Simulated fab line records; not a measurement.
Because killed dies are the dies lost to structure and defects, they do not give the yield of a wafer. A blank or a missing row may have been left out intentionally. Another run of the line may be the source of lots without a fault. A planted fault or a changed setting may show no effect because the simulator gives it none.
Check of tool commonality / flow n5Finfet / Sampled: 15 lots, 45 wafers

## REASON FOR OPENING
Flagged at N5_BEOL_M11_OCD_MEAS_38: reading trenchDepthNm, on 3 of 15 lots. Fault-free wafers read 149.2 nm, with a standard deviation of 2.1.
Rule: a lot is flagged in two cases, either no wafer of it has a number, or all its wafers with numbers fall more than 4 standard deviations from that mean. All remaining lots are regarded as sound.

lot=L874; measured=day 12 07:47; on=ocd-02; trenchDepthNm (nm), wafer by wafer=151.0 148.9 148.6; flag=
lot=L876; measured=day 12 19:48; on=ocd-02; trenchDepthNm (nm), wafer by wafer=147.2 150.5 149.7; flag=
lot=L877; measured=day 13 11:13; on=ocd-02; trenchDepthNm (nm), wafer by wafer=150.6 149.5 150.0; flag=
lot=L878; measured=day 13 21:13; on=ocd-01; trenchDepthNm (nm), wafer by wafer=151.1 152.1 154.2; flag=
lot=L880; measured=day 14 09:50; on=ocd-01; trenchDepthNm (nm), wafer by wafer=150.9 150.2 149.6; flag=
lot=L884; measured=day 14 22:19; on=ocd-02; trenchDepthNm (nm), wafer by wafer=147.8 148.5 145.1; flag=
lot=L882; measured=day 15 01:25; on=ocd-01; trenchDepthNm (nm), wafer by wafer=150.1 149.6 150.4; flag=
lot=L883; measured=day 15 06:44; on=ocd-02; trenchDepthNm (nm), wafer by wafer=85.5 85.4 87.9; flag=FLAGGED
lot=L885; measured=day 15 12:13; on=ocd-02; trenchDepthNm (nm), wafer by wafer=85.8 86.7 87.8; flag=FLAGGED
lot=L887; measured=day 15 12:41; on=ocd-01; trenchDepthNm (nm), wafer by wafer=86.9 87.0 87.1; flag=FLAGGED
lot=L888; measured=day 16 22:44; on=ocd-01; trenchDepthNm (nm), wafer by wafer=149.1 147.0 152.4; flag=
lot=L892; measured=day 17 12:36; on=ocd-01; trenchDepthNm (nm), wafer by wafer=149.2 147.1 150.4; flag=
lot=L893; measured=day 17 20:12; on=ocd-01; trenchDepthNm (nm), wafer by wafer=151.4 150.2 152.3; flag=
lot=L894; measured=day 18 04:04; on=ocd-02; trenchDepthNm (nm), wafer by wafer=152.1 150.0 149.4; flag=
lot=L896; measured=day 18 04:19; on=ocd-02; trenchDepthNm (nm), wafer by wafer=149.8 149.4 152.6; flag=
The mean of the flagged lots' numbers is 86.7 nm, -62.5 nm from the usual (-30 standard deviations).

## TOOL THAT RAN EACH LOT
The record holds 3 process steps before the reading, out of a route of 1938 steps. Each cell gives the tool, then ch followed by the chambers the sampled wafers passed through, then the start.
lot=L874; flag=; N5_BEOL_M11_STRIP_67=rieDiel-05 ch 0,2, day 12 05:36; N5_BEOL_M11_ETCH_65=rieDiel-06 ch 0,1, day 12 07:19; N5_BEOL_M11_TRENCH_ETCH_37=rieDiel-06 ch 0,1, day 12 07:36
lot=L876; flag=; N5_BEOL_M11_STRIP_67=rieDiel-06 ch 0,2,3, day 12 17:59; N5_BEOL_M11_ETCH_65=rieDiel-05 ch 0,2,3, day 12 19:21; N5_BEOL_M11_TRENCH_ETCH_37=rieDiel-05 ch 0,2,3, day 12 19:37
lot=L877; flag=; N5_BEOL_M11_STRIP_67=rieDiel-06 ch 0,2,3, day 13 08:07; N5_BEOL_M11_ETCH_65=rieDiel-02 ch 0,1,2, day 13 10:45; N5_BEOL_M11_TRENCH_ETCH_37=rieDiel-02 ch 0,1,2, day 13 11:02
lot=L878; flag=; N5_BEOL_M11_STRIP_67=rieDiel-02 ch 1,2,3, day 13 19:59; N5_BEOL_M11_ETCH_65=rieDiel-02 ch 0,1,3, day 13 20:45; N5_BEOL_M11_TRENCH_ETCH_37=rieDiel-02 ch 0,1,3, day 13 21:02
lot=L880; flag=; N5_BEOL_M11_STRIP_67=rieDiel-05 ch 1,3, day 14 08:02; N5_BEOL_M11_ETCH_65=rieDiel-02 ch 1,2,3, day 14 09:23; N5_BEOL_M11_TRENCH_ETCH_37=rieDiel-02 ch 1,2,3, day 14 09:39
lot=L884; flag=; N5_BEOL_M11_STRIP_67=rieDiel-05 ch 0,2, day 14 20:06; N5_BEOL_M11_ETCH_65=rieDiel-06 ch 0,3, day 14 21:51; N5_BEOL_M11_TRENCH_ETCH_37=rieDiel-06 ch 0,3, day 14 22:08
lot=L882; flag=; N5_BEOL_M11_STRIP_67=rieDiel-06 ch 0,1,3, day 14 23:36; N5_BEOL_M11_ETCH_65=rieDiel-06 ch 0,1, day 15 00:57; N5_BEOL_M11_TRENCH_ETCH_37=rieDiel-06 ch 0,1, day 15 01:14
lot=L883; flag=FLAGGED; N5_BEOL_M11_STRIP_67=rieDiel-02 ch 1,2,3, day 15 03:25; N5_BEOL_M11_ETCH_65=rieDiel-06 ch 1,3, day 15 06:16; N5_BEOL_M11_TRENCH_ETCH_37=rieDiel-06 ch 1,3, day 15 06:33
lot=L885; flag=FLAGGED; N5_BEOL_M11_STRIP_67=rieDiel-02 ch 0,1,3, day 15 08:10; N5_BEOL_M11_ETCH_65=rieDiel-06 ch 1,2,3, day 15 11:45; N5_BEOL_M11_TRENCH_ETCH_37=rieDiel-06 ch 1,2,3, day 15 12:01
lot=L887; flag=FLAGGED; N5_BEOL_M11_STRIP_67=rieDiel-06 ch 1,3, day 15 07:54; N5_BEOL_M11_ETCH_65=rieDiel-06 ch 0,1, day 15 12:13; N5_BEOL_M11_TRENCH_ETCH_37=rieDiel-06 ch 0,1, day 15 12:29
lot=L888; flag=; N5_BEOL_M11_STRIP_67=rieDiel-02 ch 0,1,3, day 16 19:29; N5_BEOL_M11_ETCH_65=rieDiel-02 ch 0,1,2, day 16 22:17; N5_BEOL_M11_TRENCH_ETCH_37=rieDiel-02 ch 0,1,2, day 16 22:34
lot=L892; flag=; N5_BEOL_M11_STRIP_67=rieDiel-06 ch 0,1,3, day 17 08:05; N5_BEOL_M11_ETCH_65=rieDiel-05 ch 1,3, day 17 12:08; N5_BEOL_M11_TRENCH_ETCH_37=rieDiel-05 ch 1,3, day 17 12:25
lot=L893; flag=; N5_BEOL_M11_STRIP_67=rieDiel-05 ch 1,2, day 17 18:02; N5_BEOL_M11_ETCH_65=rieDiel-05 ch 0,2, day 17 19:44; N5_BEOL_M11_TRENCH_ETCH_37=rieDiel-05 ch 0,2, day 17 20:01
lot=L894; flag=; N5_BEOL_M11_STRIP_67=rieDiel-02 ch 0,2,3, day 18 01:23; N5_BEOL_M11_ETCH_65=rieDiel-05 ch 1,2,3, day 18 03:36; N5_BEOL_M11_TRENCH_ETCH_37=rieDiel-05 ch 1,2,3, day 18 03:53
lot=L896; flag=; N5_BEOL_M11_STRIP_67=rieDiel-02 ch 0,1,3, day 18 01:38; N5_BEOL_M11_ETCH_65=rieDiel-02 ch 0,1,2, day 18 03:51; N5_BEOL_M11_TRENCH_ETCH_37=rieDiel-02 ch 0,1,2, day 18 04:07
These steps, and what they do:
- N5_BEOL_M11_STRIP_67: strips in CF4.
- N5_BEOL_M11_ETCH_65: etches SiARC in CF4, target depth 39 nm, time 65 s.
- N5_BEOL_M11_TRENCH_ETCH_37: etches SiCOH lowk in C4F6/O2, target depth 148.83 nm, time 48 s.
- N5_BEOL_M11_OCD_MEAS_38

## FLAGGED AGAINST TOTAL, ONE TOOL AT A TIME (gauges that did the reading follow at the end)
step=N5_BEOL_M11_STRIP_67; tool=rieDiel-02; lots run=6; flagged=2; share of the flagged lots=some; sound lots run after its first flagged lot=3 (L888,L894,L896)
step=N5_BEOL_M11_STRIP_67; tool=rieDiel-05; lots run=4; flagged=0; share of the flagged lots=none; sound lots run after its first flagged lot=-
step=N5_BEOL_M11_STRIP_67; tool=rieDiel-06; lots run=5; flagged=1; share of the flagged lots=some; sound lots run after its first flagged lot=1 (L892)
step=N5_BEOL_M11_ETCH_65; tool=rieDiel-02; lots run=5; flagged=0; share of the flagged lots=none; sound lots run after its first flagged lot=-
step=N5_BEOL_M11_ETCH_65; tool=rieDiel-05; lots run=4; flagged=0; share of the flagged lots=none; sound lots run after its first flagged lot=-
step=N5_BEOL_M11_ETCH_65; tool=rieDiel-06; lots run=6; flagged=3; share of the flagged lots=all; sound lots run after its first flagged lot=0
step=N5_BEOL_M11_TRENCH_ETCH_37; tool=rieDiel-02; lots run=5; flagged=0; share of the flagged lots=none; sound lots run after its first flagged lot=-
step=N5_BEOL_M11_TRENCH_ETCH_37; tool=rieDiel-05; lots run=4; flagged=0; share of the flagged lots=none; sound lots run after its first flagged lot=-
step=N5_BEOL_M11_TRENCH_ETCH_37; tool=rieDiel-06; lots run=6; flagged=3; share of the flagged lots=all; sound lots run after its first flagged lot=0
step=N5_BEOL_M11_OCD_MEAS_38; tool=ocd-01; lots run=7; flagged=1; share of the flagged lots=some; sound lots run after its first flagged lot=3 (L888,L892,L893)
step=N5_BEOL_M11_OCD_MEAS_38; tool=ocd-02; lots run=8; flagged=2; share of the flagged lots=some; sound lots run after its first flagged lot=2 (L894,L896)

## WHAT THE TABLE PERMITS
rieDiel-06 at N5_BEOL_M11_ETCH_65 and rieDiel-06 at N5_BEOL_M11_TRENCH_ETCH_37 are the 2 rows of the table that ran each flagged lot.
- rieDiel-06 at N5_BEOL_M11_ETCH_65 ran 6 lots, 3 of them flagged. Its last sound lot is L882 (day 15 00:57), its first flagged lot L883 (day 15 06:16): a fault that began between those two fits.
- rieDiel-06 at N5_BEOL_M11_TRENCH_ETCH_37 ran 6 lots, 3 of them flagged. Its last sound lot is L882 (day 15 01:14), its first flagged lot L883 (day 15 06:33): a fault that began between those two fits.
One tool is left: rieDiel-06 at N5_BEOL_M11_ETCH_65 and N5_BEOL_M11_TRENCH_ETCH_37.

## WHAT HAD BEEN PUT IN BY THE SIMULATOR
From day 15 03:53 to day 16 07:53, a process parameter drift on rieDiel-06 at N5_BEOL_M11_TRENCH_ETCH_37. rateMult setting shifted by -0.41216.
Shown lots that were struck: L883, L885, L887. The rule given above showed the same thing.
